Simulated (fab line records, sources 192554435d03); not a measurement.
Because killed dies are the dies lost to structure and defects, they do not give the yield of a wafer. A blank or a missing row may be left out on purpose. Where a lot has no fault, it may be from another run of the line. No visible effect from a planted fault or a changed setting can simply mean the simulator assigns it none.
One fault through the eyes of 2 desks -- flow n5_finfet -- what lay behind the numbers comes last; until then each desk has only its own

## THE DEFECT DESK
What the inspections along the route counted, lot by lot: means of the sampled wafers that have a number. Any lot whose mean is over 4 standard deviations away from the usual mean is out of limits and marked OUT; that distance is given in the brackets.
Columns: A = raw_defect_count at N5_SDB_INSPECT_13, usual 77
lot,first seen here,A
L594,day 3 20:24,52
L596,day 4 04:52,74
L600,day 5 10:56,55
L602,day 5 16:31,85
L615,day 9 00:41,63
This desk's verdict: no lot among the 5 shows anything out of limits.

## METROLOGY DESK
Lot by lot, what the gauges showed, no matter which tool ran the lot: averages of those sampled wafers that carry a number. Any lot whose mean is over 4 standard deviations away from the usual mean is out of limits and marked OUT; that distance is given in the brackets.
Columns: A = cd_nm at N5_SDB_CD_MEAS_11, usual 49.9 nm; B = SDB_OVL at N5_SDB_OVL_MEAS_12, usual -0.4 nm; C = SDB_THK at N5_SDB_THK_MEAS_31, usual 64.3 nm
lot,first seen here,A,B,C
L594,day 3 20:21,48.3,-0.5,64.5
L596,day 4 04:49,50.7,-0.3,63.6
L600,day 5 10:53,48.9,-0.9,65.1
L602,day 5 16:28,49.5,-1.0,65.0
L615,day 9 00:38,49.4,-1.3,63.5
This desk's verdict: no lot among the 5 shows anything out of limits.

## TAKEN TOGETHER
The defect desk saw nothing out of limits.
Metrology desk: nothing out of limits seen.

## WHAT HAD BEEN PUT IN BY THE SIMULATOR
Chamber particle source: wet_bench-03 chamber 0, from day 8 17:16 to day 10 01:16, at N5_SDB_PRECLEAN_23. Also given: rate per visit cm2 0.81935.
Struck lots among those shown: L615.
